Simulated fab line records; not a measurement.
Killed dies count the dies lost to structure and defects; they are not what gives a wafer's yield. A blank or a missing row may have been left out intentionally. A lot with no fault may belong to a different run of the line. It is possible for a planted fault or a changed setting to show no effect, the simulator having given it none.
Lot-split experiment :: flow n5_finfet :: on a route of 1938 steps: 7 lots, 39 wafers read

ABOUT THE SPLIT
At N5_DUMMY_GATE_ETCH_37 (etches SOC in N2/H2, target depth 60 nm, overetch 30 nm), the setting source_w was moved away from the recipe's 840 W on 15 of the 39 wafers read, by +7.1% to +18.7%. This setting was run at the recipe's value on the other wafers.

The split's own step is where the reading is taken.

THE READING
rf_vpp_V, in V, at N5_DUMMY_GATE_ETCH_37 (etches SOC in N2/H2, target depth 60 nm, overetch 30 nm). On this fab line, fault-free wafers typically give 524.0 V with a standard deviation of 2.4 V.

wafer: L076.1
tool, chamber at the split: rie_diel-05, 3
source_w as run, W: 840
against the recipe: recipe
rf_vpp_V, V: 521.3
against lot-mates on the recipe: -

wafer: L076.2
tool, chamber at the split: rie_diel-05, 2
source_w as run, W: 840
against the recipe: recipe
rf_vpp_V, V: 526.6
against lot-mates on the recipe: -

wafer: L076.3
tool, chamber at the split: rie_diel-05, 0
source_w as run, W: 996.7
against the recipe: +18.7%
rf_vpp_V, V: 498.0
against lot-mates on the recipe: -26.6

wafer: L076.4
tool, chamber at the split: rie_diel-05, 1
source_w as run, W: 996.7
against the recipe: +18.7%
rf_vpp_V, V: 492.5
against lot-mates on the recipe: -32.1

wafer: L076.5
tool, chamber at the split: rie_diel-05, 1
source_w as run, W: 996.7
against the recipe: +18.7%
rf_vpp_V, V: 491.2
against lot-mates on the recipe: -33.4

wafer: L076.6
tool, chamber at the split: rie_diel-05, 0
source_w as run, W: 840
against the recipe: recipe
rf_vpp_V, V: 526.0
against lot-mates on the recipe: -

wafer: L080.1
tool, chamber at the split: rie_diel-04, 2
source_w as run, W: 955.3
against the recipe: +13.7%
rf_vpp_V, V: 500.3
against lot-mates on the recipe: -23.9

wafer: L080.2
tool, chamber at the split: rie_diel-04, 1
source_w as run, W: 840
against the recipe: recipe
rf_vpp_V, V: 525.7
against lot-mates on the recipe: -

wafer: L080.3
tool, chamber at the split: rie_diel-04, 0
source_w as run, W: 955.3
against the recipe: +13.7%
rf_vpp_V, V: 500.7
against lot-mates on the recipe: -23.5

wafer: L080.4
tool, chamber at the split: rie_diel-04, 2
source_w as run, W: 955.3
against the recipe: +13.7%
rf_vpp_V, V: 499.8
against lot-mates on the recipe: -24.4

wafer: L080.5
tool, chamber at the split: rie_diel-04, 1
source_w as run, W: 840
against the recipe: recipe
rf_vpp_V, V: 526.3
against lot-mates on the recipe: -

wafer: L080.6
tool, chamber at the split: rie_diel-04, 0
source_w as run, W: 840
against the recipe: recipe
rf_vpp_V, V: 520.6
against lot-mates on the recipe: -

wafer: L083.1
tool, chamber at the split: rie_diel-04, 2
source_w as run, W: 840
against the recipe: recipe
rf_vpp_V, V: 522.6
against lot-mates on the recipe: -

wafer: L083.2
tool, chamber at the split: rie_diel-04, 1
source_w as run, W: 840
against the recipe: recipe
rf_vpp_V, V: 525.7
against lot-mates on the recipe: -

wafer: L083.4
tool, chamber at the split: rie_diel-04, 0
source_w as run, W: 840
against the recipe: recipe
rf_vpp_V, V: 522.0
against lot-mates on the recipe: -

wafer: L085.1
tool, chamber at the split: rie_diel-05, 2
source_w as run, W: 840
against the recipe: recipe
rf_vpp_V, V: 526.0
against lot-mates on the recipe: -

wafer: L085.2
tool, chamber at the split: rie_diel-05, 3
source_w as run, W: 906.6
against the recipe: +7.9%
rf_vpp_V, V: 508.3
against lot-mates on the recipe: -16.0

wafer: L085.3
tool, chamber at the split: rie_diel-05, 1
source_w as run, W: 906.6
against the recipe: +7.9%
rf_vpp_V, V: 507.6
against lot-mates on the recipe: -16.7

wafer: L085.4
tool, chamber at the split: rie_diel-05, 0
source_w as run, W: 840
against the recipe: recipe
rf_vpp_V, V: 527.0
against lot-mates on the recipe: -

wafer: L085.5
tool, chamber at the split: rie_diel-05, 2
source_w as run, W: 906.6
against the recipe: +7.9%
rf_vpp_V, V: 512.9
against lot-mates on the recipe: -11.4

wafer: L085.6
tool, chamber at the split: rie_diel-05, 1
source_w as run, W: 840
against the recipe: recipe
rf_vpp_V, V: 519.8
against lot-mates on the recipe: -

wafer: L090.1
tool, chamber at the split: rie_diel-06, 2
source_w as run, W: 840
against the recipe: recipe
rf_vpp_V, V: 527.0
against lot-mates on the recipe: -

wafer: L090.2
tool, chamber at the split: rie_diel-06, 0
source_w as run, W: 840
against the recipe: recipe
rf_vpp_V, V: 527.2
against lot-mates on the recipe: -

wafer: L090.3
tool, chamber at the split: rie_diel-06, 3
source_w as run, W: 840
against the recipe: recipe
rf_vpp_V, V: 526.9
against lot-mates on the recipe: -

wafer: L090.4
tool, chamber at the split: rie_diel-06, 1
source_w as run, W: 840
against the recipe: recipe
rf_vpp_V, V: 522.2
against lot-mates on the recipe: -

wafer: L090.5
tool, chamber at the split: rie_diel-06, 3
source_w as run, W: 840
against the recipe: recipe
rf_vpp_V, V: 525.5
against lot-mates on the recipe: -

wafer: L090.6
tool, chamber at the split: rie_diel-06, 2
source_w as run, W: 840
against the recipe: recipe
rf_vpp_V, V: 526.5
against lot-mates on the recipe: -

wafer: L091.1
tool, chamber at the split: rie_diel-04, 1
source_w as run, W: 899.6
against the recipe: +7.1%
rf_vpp_V, V: 514.6
against lot-mates on the recipe: -8.6

wafer: L091.2
tool, chamber at the split: rie_diel-04, 2
source_w as run, W: 840
against the recipe: recipe
rf_vpp_V, V: 522.4
against lot-mates on the recipe: -

wafer: L091.3
tool, chamber at the split: rie_diel-04, 2
source_w as run, W: 899.6
against the recipe: +7.1%
rf_vpp_V, V: 508.9
against lot-mates on the recipe: -14.3

wafer: L091.4
tool, chamber at the split: rie_diel-04, 1
source_w as run, W: 899.6
against the recipe: +7.1%
rf_vpp_V, V: 513.8
against lot-mates on the recipe: -9.4

wafer: L091.5
tool, chamber at the split: rie_diel-04, 2
source_w as run, W: 840
against the recipe: recipe
rf_vpp_V, V: 521.9
against lot-mates on the recipe: -

wafer: L091.6
tool, chamber at the split: rie_diel-04, 1
source_w as run, W: 840
against the recipe: recipe
rf_vpp_V, V: 525.2
against lot-mates on the recipe: -

wafer: L094.1
tool, chamber at the split: rie_diel-05, 1
source_w as run, W: 939.4
against the recipe: +11.8%
rf_vpp_V, V: 503.5
against lot-mates on the recipe: -21.1

wafer: L094.2
tool, chamber at the split: rie_diel-05, 3
source_w as run, W: 939.4
against the recipe: +11.8%
rf_vpp_V, V: 503.9
against lot-mates on the recipe: -20.7

wafer: L094.3
tool, chamber at the split: rie_diel-05, 0
source_w as run, W: 840
against the recipe: recipe
rf_vpp_V, V: 528.5
against lot-mates on the recipe: -

wafer: L094.4
tool, chamber at the split: rie_diel-05, 1
source_w as run, W: 840
against the recipe: recipe
rf_vpp_V, V: 519.7
against lot-mates on the recipe: -

wafer: L094.5
tool, chamber at the split: rie_diel-05, 3
source_w as run, W: 939.4
against the recipe: +11.8%
rf_vpp_V, V: 502.3
against lot-mates on the recipe: -22.3

wafer: L094.6
tool, chamber at the split: rie_diel-05, 0
source_w as run, W: 840
against the recipe: recipe
rf_vpp_V, V: 525.7
against lot-mates on the recipe: -

FIT RESULTS
A straight line over all 39 wafers: rf_vpp_V changes by -1.71 V for each +1% of source_w; r = -0.97; the points scatter about the line by 2.5 V.
The same after taking each lot's own level away (the mean of its wafers on the recipe; 39 wafers): -1.7 V for each +1%; r = -0.98; scatter 2.4 V.
That fit puts the effect of the largest move of source_w on the reading at 32 V.
The span of the lots' own levels, 523.17 to 525.88 V, comes to 1.1 times the standard deviation stated above.
So the lot-to-lot level changes the slope little: the two slopes agree.
Check: with one of the wafers moved furthest among these (+18.7%) left out of the fit, the line predicts -32.8 V for it against its lot-mates. It came out at -26.6 V against them.
Tool readings at the split's step, against how far the setting was moved: rf_vpp_V r = -0.97.

THESE WAFERS: OTHER SPLITS
Before the reading, these wafers also passed through other splits. Each is held against what the fit with the lots' levels taken away leaves over:
other split on the same wafers: N5_DUMMY_GATE_EXPOSE_12 dose_mj
wafers away from the commonest value: 18
r with rf_vpp_V (lot level and that fit taken away): +0.17

THE FILE'S OWN FIT
rf_vpp_V changes by -1.71 V for each +1% of source_w, r = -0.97.
